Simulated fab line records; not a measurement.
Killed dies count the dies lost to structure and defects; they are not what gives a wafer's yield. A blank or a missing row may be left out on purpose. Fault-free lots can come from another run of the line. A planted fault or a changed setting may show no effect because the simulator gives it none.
Struck lot and sound lot, side by side | flow n5_finfet | 14 steps out of a route of 1938
Sound: these wafers, L915.1, L915.3, L915.4. Wafers struck: L917.2, L917.4, L917.5. The cause is named last.
Order at every step that has rows: each side's tool, ch and its chambers, its first start. Under that, the readings that differ: sound wafers | struck wafers | difference of the means | sigmas: that difference in standard deviations of wafers without a fault.
alike: words and numbers the same on both sides, and readings whose means are apart by under 2 such deviations; not compared: readings that were withheld, readings missing a value for some wafer, numbers with overlapping values and no deviation given by the record, and bounds like >300 which may hide the same value.
Wherever a step has rows on one side only, a row that says differs or no value, or a row with sigmas, the two part there. When numbers do not overlap yet have no deviation, they are printed without sigmas and do not part them. A reading missing from all wafers of one side parts the sides only when that side holds two or more wafers.

N5_SD_ACTIVATION_LSA_01: time 0.0008 s.
  sound on laser_anneal-01 ch 0, day 3 20:08; struck on laser_anneal-01 ch 0, day 4 11:31
  alike: wafer_temp_C_max
N5_SD_ACTIVATION_RS_MEAS_03: measurement is done with a four-point probe.
  struck on film_metro-02, day 4 11:42; sound on film_metro-02, day 3 20:21
  reading          | sound          | struck         | difference | sigmas
  RS_SD_N (ohm/sq) | 21.7 21.9 22.0 | 22.9 22.4 22.7 | +0.8       | +2
  alike: RS_SD_P
N5_SD_ACTIVATION_INSPECT_02: inspects for defects (darkfield).
  struck on defect_inspect-02, day 4 12:00; sound on defect_inspect-01, day 3 20:40
  reading          | sound       | struck      | difference | sigmas
  raw_defect_count | 185 134 154 | 277 238 218 | +87        | +2
N5_ILD0_LINER_00: material SiNx, target thk 4 nm, pulse time 1 s, purge time 2 s.
  sound on ald_sin-03 ch 1,2,3, day 3 21:06; struck on ald_sin-01 ch 0,3, day 4 12:02
  alike: heater_power_w, precursor_pulse_height_rel
then, 2 steps without rows for these wafers: N5_ILD0_FCVD_FILL_01 (material SiO2 flowable, target thk 200 nm, time 328.3 s); N5_ILD0_CURE_02 (time 1800 s).
N5_ILD0_CMP_03: polishes, stops on SiNx, t overpolish 1.9 s, target thk 197.38 nm.
  sound on cmp-01 ch 0,2,3, day 3 23:28; struck on cmp-01 ch 0,1,3, day 4 14:29
  alike: motor_current_A, overpolish_run_s, time_to_endpoint_s
N5_ILD0_THK_MEAS_04:
  struck on film_metro-02, day 4 14:42; sound on film_metro-01, day 3 23:46
  alike: thk_nm
N5_ILD0_CMP_07: polishes SiO2 flowable, stops on poly-Si, t overpolish 1.18 s, target thk 138.88 nm.
  sound on cmp-03 ch 0,2,3, day 3 23:47; struck on cmp-02 ch 0,1,3, day 4 14:49
  alike: motor_current_A
N5_ILD0_THK_MEAS_08:
  struck on film_metro-02, day 4 15:01; sound on film_metro-02, day 4 00:05
  alike: thk_nm
then, 1 step without rows for these wafers: N5_ILD0_PRECLEAN_10 (cleans in NF3:NH3, afs cycles 5, time 20 s, sublimation time 60 s).
N5_ILD0_ALD_15: deposits SiNx, target thk 24 nm, pulse time 1 s, ald cycles 480.
  sound on ald_sin-02 ch 0,1,3, day 4 00:48; struck on ald_sin-01 ch 1,3, day 4 15:52
  reading                               | sound       | struck       | difference | sigmas
  ald_cycles                            | 480 480 480 | 462 462 462  | -18        |
  model.SiNx_of_ILD0_ALD_15.thk_nm (nm) | 24.2 24 24  | 23 23.4 23.2 | -1         |
  alike: heater_power_w, precursor_pulse_height_rel
N5_ILD0_CMP_12: polishes SiNx, stops on poly-Si, t overpolish 6 s, target thk 17.67 nm.
  sound on cmp-01 ch 0,1,3, day 4 03:02; struck on cmp-02 ch 0,1, day 4 18:04
  alike: motor_current_A, overpolish_run_s, time_to_endpoint_s
-- the record jumps here: 4 days lie between the struck wafers' starts before and after (it left off in module ILD0 and takes up again in module BEOL_M4, whose first step shown is number 1111 of the route) --
N5_BEOL_M4_RC_MEAS_101:
  sound on prober-02 ch 0, day 7 19:06; struck on prober-02 ch 0, day 8 17:12
  alike: DIBL_N, DIBL_P, IOFF_N, IOFF_P, ION_N, ION_P, SS_N, SS_P, VT_N, VT_P

== WHERE THEY PART ==
At N5_SD_ACTIVATION_RS_MEAS_03 first; at N5_SD_ACTIVATION_INSPECT_02 last (within this record only). Later steps at which nothing parts them and some readings are alike: N5_ILD0_LINER_00, N5_ILD0_CMP_03, N5_ILD0_THK_MEAS_04, N5_ILD0_CMP_07, N5_ILD0_THK_MEAS_08, N5_ILD0_ALD_15, N5_ILD0_CMP_12, N5_BEOL_M4_RC_MEAS_101.

WHY: what had been put in by the simulator
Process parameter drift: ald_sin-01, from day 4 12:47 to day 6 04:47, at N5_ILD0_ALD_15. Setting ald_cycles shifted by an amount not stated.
